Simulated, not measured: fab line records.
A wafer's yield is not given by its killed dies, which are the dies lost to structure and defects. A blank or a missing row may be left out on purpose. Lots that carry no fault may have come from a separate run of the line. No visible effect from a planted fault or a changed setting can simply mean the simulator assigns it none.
Struck lot and sound lot, side by side || flow n5-finfet || 36 out of 1938 route steps
Sound: the wafers L898.2, L898.4, L898.6. The struck wafers were L884.1, L884.2, L884.5. The cause is named last.
Per side, at each step with rows, come the tool, then ch with its chambers, and then its first start. Under that, the readings that differ: sound wafers || struck wafers || difference of the means || sigmas: that difference in standard deviations of wafers without a fault.
alike: readings with means less than 2 such deviations apart, plus words and numbers identical on both sides. not compared: withheld readings, readings lacking a value on some wafer, bounds such as >300 that could conceal the same value, and numbers that have no deviation in the record and whose values overlap.
A row with sigmas, a row that says differs or no value, or rows on one side alone: a step with any of these is where the two part. Numbers that have no deviation but don't overlap get no sigmas and don't part them. A reading that every wafer of one side lacks parts them only if that side has two wafers or more.

first, 9 steps without rows for these wafers: N5_BEOL_M4_ANNEAL_95 (time 240 s); N5_BEOL_M4_SPUTTER_96 (material Cu, target thk 4.5 nm, time 8.29 s); N5_BEOL_M4_ECD_50 (material Cu, target thk 300 nm); N5_BEOL_M4_ANNEAL_51 (time 90 s); N5_BEOL_M4_CMP_52 (polishes, stops on SiOC, t overpolish 6.8 s, target thk 40 nm); N5_BEOL_M4_PRE_CLEAN_60 (time 15 s); N5_BEOL_M4_CO_CAP_55 (material Co, precursor CCTBA/H2, target thk 2 nm, time 102.1 s); N5_BEOL_M4_PRE_CLEAN_56 (time 15 s); N5_BEOL_M4_DEP_57 (deposits SiCN from 3MS/NH3, target thk 8 nm, time 14 s).
N5_BEOL_M4_RC_MEAS_101:
  sound on prober-02 ch 0, day 12 12:47; struck on prober-01 ch 0, day 8 10:38
{"reading": "DIBL_P (mV/V)", "sound": "37.7 36.3 36.0", "struck": "40.6 41.5 43.8", "difference": "+5.3", "sigmas": "+2"}
{"reading": "IOFF_N (nA/um)", "sound": "0.18 0.18 0.16", "struck": "0.21 0.31 0.30", "difference": "+0.10", "sigmas": "+2"}
{"reading": "IOFF_P (nA/um)", "sound": "0.25 0.22 0.21", "struck": "0.28 0.33 0.38", "difference": "+0.10", "sigmas": "+2"}
{"reading": "ION_P (uA/um)", "sound": "461 439 461", "struck": "477 467 488", "difference": "+24", "sigmas": "+2"}
{"reading": "SS_N (mV/dec)", "sound": "71.0 71.3 71.0", "struck": "72.1 73.4 73.2", "difference": "+1.8", "sigmas": "+2"}
  alike: DIBL_N, ION_N, SS_P, VT_N, VT_P
then, 24 steps without rows for these wafers: N5_BEOL_M5_ILD_DEP_00 (deposits SiCOH lowk from DEMS/porogen, target thk 140.64 nm, time 25.9 s); N5_BEOL_M5_CURE_79 (cures SiCOH lowk, time 240 s); N5_BEOL_M5_PECVD_70 (deposits SiO2 from TEOS/O2, target thk 16 nm, time 18 s); N5_BEOL_M5_HM_DEP_02 (deposits TiN, target thk 20 nm); N5_BEOL_M5_COAT_59 (time 60 s, resist thk 60 nm); N5_BEOL_M5_COAT_60 (time 60 s, resist thk 12 nm); N5_BEOL_M5_COAT_71 (time 60 s, resist thk 5 nm); N5_BEOL_M5_COAT_05 (resist thk 30 nm); N5_BEOL_M5_EBR_07; N5_BEOL_M5_SOFTBAKE_06 (time 60 s); N5_BEOL_M5_EXPOSE_08 (exposes mask M5, target cd 28 nm); N5_BEOL_M5_PEB_09 (peb time 60 s); N5_BEOL_M5_DEVELOP_10 (develop time 30 s); N5_BEOL_M5_DESCUM_16 (chemistry O2, time 7 s); N5_BEOL_M5_ETCH_72 (etches underlayer in N2/H2, target depth 6.5 nm, time 5.2 s); N5_BEOL_M5_ETCH_61 (etches SiARC in CF4, target depth 15.6 nm, time 26 s); N5_BEOL_M5_ETCH_62 (etches SOC in N2/H2, target depth 75 nm, overetch 15 nm, time 112.5 s); N5_BEOL_M5_STRIP_63 (strips in N2/H2); N5_BEOL_M5_STRIP_73 (strips in N2/H2); N5_BEOL_M5_STRIP_64 (strips in CF4); N5_BEOL_M5_HM_OPEN_17 (chemistry Cl2/BCl3, target TiN, target depth 20 nm, overetch 6 nm); N5_BEOL_M5_STRIP_19 (strips in O2); N5_BEOL_M5_COAT_65 (time 60 s, resist thk 60 nm); N5_BEOL_M5_COAT_66 (time 60 s, resist thk 12 nm).
N5_BEOL_M11_VIA_ETCH_34: etches SiCOH lowk in C4F6/O2, target depth 184.5 nm, time 69.2 s.
  sound on rie-diel-02 ch 0,1,3, day 14 21:17; struck on rie-diel-06 ch 1,3, day 10 05:59
  no value came back on the struck wafers for any of 8 readings (C4F6_flow_sccm (sccm), O2_flow_sccm (sccm) and others); on the sound wafers C4F6_flow_sccm (sccm) reads 10.041 10.035 10.019
{"reading": "model.SiARC_of_BEOL_M11_COAT_64.thk-nm (nm)", "sound": "0 0 0", "struck": "22.4 22.6 22.6", "difference": "+22.5", "sigmas": ""}
{"reading": "model.SOC_of_BEOL_M11_COAT_63.thk-nm (nm)", "sound": "92.2 92.4 92.6", "struck": "99.6 100 99.8", "difference": "+7.4", "sigmas": ""}
  not compared: rf-hours-counter-h
N5_PASSIVATION_PROBE_49:
  sound: prober-01 at day 17 08:01; struck: prober-01 at day 11 22:10
{"reading": "defect-limited-yield (%)", "sound": "92.6 91.4 89.2", "struck": "0 0 0", "difference": -91, "sigmas": -65}
{"reading": "killed_at_M0_to_M3", "sound": "30 32 34", "struck": "44 42 69", "difference": "+20", "sigmas": "+2"}
{"reading": "killed_at_M4_up", "sound": "10 13 15", "struck": "1103 1105 1068", "difference": "+1079", "sigmas": "+99 or more"}
{"reading": "killed-dies", "sound": "87 101 128", "struck": "1180 1180 1180", "difference": "+1075", "sigmas": "+63"}
{"reading": "killed-on-rim", "sound": "10 14 16", "struck": "152 152 152", "difference": "+139", "sigmas": "+35"}
{"reading": "sort_bin_5_function (%)", "sound": "4.7 4.2 6.3", "struck": "97.3 96.8 95.0", "difference": "+91.3", "sigmas": "+97"}
{"reading": "sort-n-pass", "sound": "1093 1079 1052", "struck": "0 0 0", "difference": -1075, "sigmas": -45}
{"reading": "sort-yield-pct (%)", "sound": "92.6 91.4 89.2", "struck": "0 0 0", "difference": -91, "sigmas": -46}
  alike: killed-at-contacts, killed-at-front-end, killed-at-other, killed-open, killed-short, sort_bin_6_memory

== WHERE THEY PART ==
Earliest at N5_BEOL_M4_RC_MEAS_101; latest, in this record, at N5_PASSIVATION_PROBE_49.

WHY: the cause the simulator had injected
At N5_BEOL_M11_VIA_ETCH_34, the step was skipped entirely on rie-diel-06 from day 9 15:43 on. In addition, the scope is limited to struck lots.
